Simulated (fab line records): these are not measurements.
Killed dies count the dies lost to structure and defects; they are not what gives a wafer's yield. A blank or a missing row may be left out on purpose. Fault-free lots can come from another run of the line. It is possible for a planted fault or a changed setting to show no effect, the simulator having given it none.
2 desks, one fault	flow n5-finfet	what lay behind the numbers comes last; until then each desk has only its own

== THE TOOL OWNER'S DESK: pecvd-03 ==
The tool's own readings at N5_SDB_HM_DEP_00 (deposits SiNx from SiH4/NH3/N2, target thk 40 nm, time 35.3 s): means of the sampled wafers that have a number, for each lot that ran on this tool. The brackets show how far a lot's mean lies from the usual mean; more than 4 standard deviations puts the lot out of limits, marked OUT.
Columns: A = chamber-pressure-Torr at N5_SDB_HM_DEP_00, usual 1.500 Torr; B = heater-power-outer-w at N5_SDB_HM_DEP_00, usual 458 W; C = heater-power-w at N5_SDB_HM_DEP_00, usual 735 W; D = showerhead-plenum-p-Torr at N5_SDB_HM_DEP_00, usual 5.14 Torr; E = throttle-valve-pct at N5_SDB_HM_DEP_00, usual 39.8 %
lot	first seen here	A	B	C	D	E
L845	day 5 00:41	1.501	434	672	5.20	39.9
L847	day 5 13:11	1.500	451	678	5.19	39.8
L849	day 6 06:17	1.500	469	732	5.18	41.1
L856	day 7 23:12	1.494	460	711	5.20	40.1
L858	day 8 10:58	1.501	465	724	5.20	40.3
L863	day 9 12:29	1.503	421	669	5.19	41.3
Result from this desk: across the 6 lots, nothing is out of limits.

== AT THE METROLOGY DESK ==
What the gauges read for every lot (on any tool): the sampled wafers with a number, averaged. The brackets show how far a lot's mean lies from the usual mean; more than 4 standard deviations puts the lot out of limits, marked OUT. 7 of its 11 readings are shown, namely those furthest out on some lot.
Columns: A = DIBL_N at N5_BEOL_M4_RC_MEAS_101, usual 36.0 mV/V; B = IOFF_P at N5_BEOL_M4_RC_MEAS_101, usual 0.20 nA/um; C = ION_N at N5_BEOL_M4_RC_MEAS_101, usual 670 uA/um; D = ION_P at N5_BEOL_M4_RC_MEAS_101, usual 460 uA/um; E = SS_N at N5_BEOL_M4_RC_MEAS_101, usual 71.5 mV/dec; F = VT_N at N5_BEOL_M4_RC_MEAS_101, usual 250 mV; G = VT_P at N5_BEOL_M4_RC_MEAS_101, usual -251 mV
lot	first seen here	A	B	C	D	E	F	G
L845	day 4 11:53	34.3	0.17	670	457	71.4	250	-255
L847	day 5 00:22	36.3	0.21	681	466	72.3	249	-252
L849	day 5 17:59	36.2	0.23	677	462	71.7	248	-248
L850	day 5 22:04	-	-	-	-	-	-	-
L851	day 5 23:07	-	-	-	-	-	-	-
L856	day 7 10:25	35.0	0.17	675	460	71.0	251	-254
L858	day 7 20:24	35.0	0.17	668	451	71.8	254	-257
L859	day 8 00:45	36.0	0.22	683	466	71.2	250	-248
L863	day 8 23:21	35.0	0.19	679	461	71.1	251	-252
Result from this desk: across the 9 lots, nothing is out of limits.

== PUT TOGETHER ==
The desk of the tool owner found nothing out of limits.
From the metrology desk's view, nothing was out of limits.

== WHAT HAD BEEN PUT IN BY THE SIMULATOR ==
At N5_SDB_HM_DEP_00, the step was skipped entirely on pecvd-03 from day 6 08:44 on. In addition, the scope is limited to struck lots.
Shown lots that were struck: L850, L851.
